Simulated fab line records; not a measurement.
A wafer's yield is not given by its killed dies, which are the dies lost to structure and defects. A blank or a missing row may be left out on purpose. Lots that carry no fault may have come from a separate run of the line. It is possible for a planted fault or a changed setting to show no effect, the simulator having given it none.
8D (eight disciplines) problem report, filled in by code | flow nand harc | the parts of the form that need people (team, actions taken, sign-off) are left out

## 1. THE ISSUE
NHARC_END_SORT_01, killed dies: mean 179 over 1 wafer from 1 lot; wafers with no fault: 65, standard deviation 21. Measured from the usual mean, that is +5.4 standard deviations.
First seen on wafer L329.5, day 30 04:12, on prober-02. At this step, 6 wafers from 2 lots have a number in the record. By rule, "out" or "out of limits" means more than 4 standard deviations away from the usual mean. Any other wafer with a number is counted as sound.

## 2. WHAT IT IS, WHAT IT ISN'T
question                    | is                           | is not
which readings at this step | killed dies, killed at array | killed at periphery, killed open, killed short
which lots                  | L329                         | L326
which wafers of those lots  | L329.5                       | L329.3, L329.6
read on which gauges        | prober-02                    | prober-01
when                        | from day 30 04:12            | up to then (4 sound wafers); but 1 sound wafer of L329 came after

## 3. WHAT RULES OUT EACH SUSPECT
Counting: any tool at a process step up to the reading remains a suspect provided it ran every lot that is out. Sound lots after the first of them don't rule it out here, since some wafers of a struck lot are sound.
- the gauge at NHARC_END_SORT_01: kept. All the wafers that are out were read on prober-02, and no step on other tools shows them out.
- rie diel-07 at NHARC_A_CONTACT_ETCH_75 (etches the open film in CF4, target depth 39 nm, time 65 s): kept. It ran the lot that is out, L329 (day 27 13:35).
- pecvd-04 at NHARC_THIN_TSV_DEP_47 (deposits SiO2, target thk 200 nm): kept. It ran the lot that is out, L329 (day 29 11:54).
- plasma asher-01 at NHARC_THIN_TSV_STRIP_62 (strips in N2/H2, time 20 s): kept. It ran the lot that is out, L329 (day 29 12:38).
- rie diel-07, NHARC_A_CONTACT_ETCH_75: wafers that are out in chamber 0, sound lot-mates in chambers 1, 3.
- Within pecvd-04 at NHARC_THIN_TSV_DEP_47: the wafers that are out ran in chamber 0; their sound lot-mates ran in chamber 2.
- Within plasma asher-01 at NHARC_THIN_TSV_STRIP_62: the wafers that are out ran in chamber 1; their sound lot-mates ran in chamber 0.
Left after counting: rie diel-07 at NHARC_A_CONTACT_ETCH_75, pecvd-04 at NHARC_THIN_TSV_DEP_47, plasma asher-01 at NHARC_THIN_TSV_STRIP_62, prober-02 at NHARC_END_SORT_01.

## 4. THE CAUSE (what the simulator had put in)
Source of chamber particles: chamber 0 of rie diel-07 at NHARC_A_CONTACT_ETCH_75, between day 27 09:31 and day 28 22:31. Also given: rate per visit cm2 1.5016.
Of the 4 suspects that counting leaves, this tool is one.

## 5. SEQUENCE OF EFFECTS, ordered by route
Rows list readings where the struck wafers' mean (over those with a number) sits beyond 3 standard deviations from the usual. Only readings whose record carries a usual standard deviation are examined. hours: median over the lots of the time between each lot's start at the first step of this table that gives one and its start at this step. sigmas: the change, counted in usual standard deviations.
hours | step              | reading         | usual | on struck wafers | change | sigmas
0     | NHARC_END_SORT_01 | killed at array | 61    | 167              | +106   | +5.3
0     | NHARC_END_SORT_01 | killed at other | 0.9   | 5.0              | +4.1   | +3.7
0     | NHARC_END_SORT_01 | killed dies     | 65    | 179              | +114   | +5.4

## 6. HOW IT WOULD HAVE BEEN CAUGHT EARLIER
67 hours passed between the start of the fault at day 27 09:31 and the first reading out of limits at a measuring or inspecting step in this record, taken at day 30 04:12.
No tool reading at NHARC_A_CONTACT_ETCH_75 that has a usual standard deviation in the record was out on any struck wafer, so an alarm limit of 4 standard deviations on those readings would not have fired.
All the lots that are out (1) had begun NHARC_A_CONTACT_ETCH_75 on rie diel-07 by day 30 04:12. Tool hold at that time: it would have spared none of them.
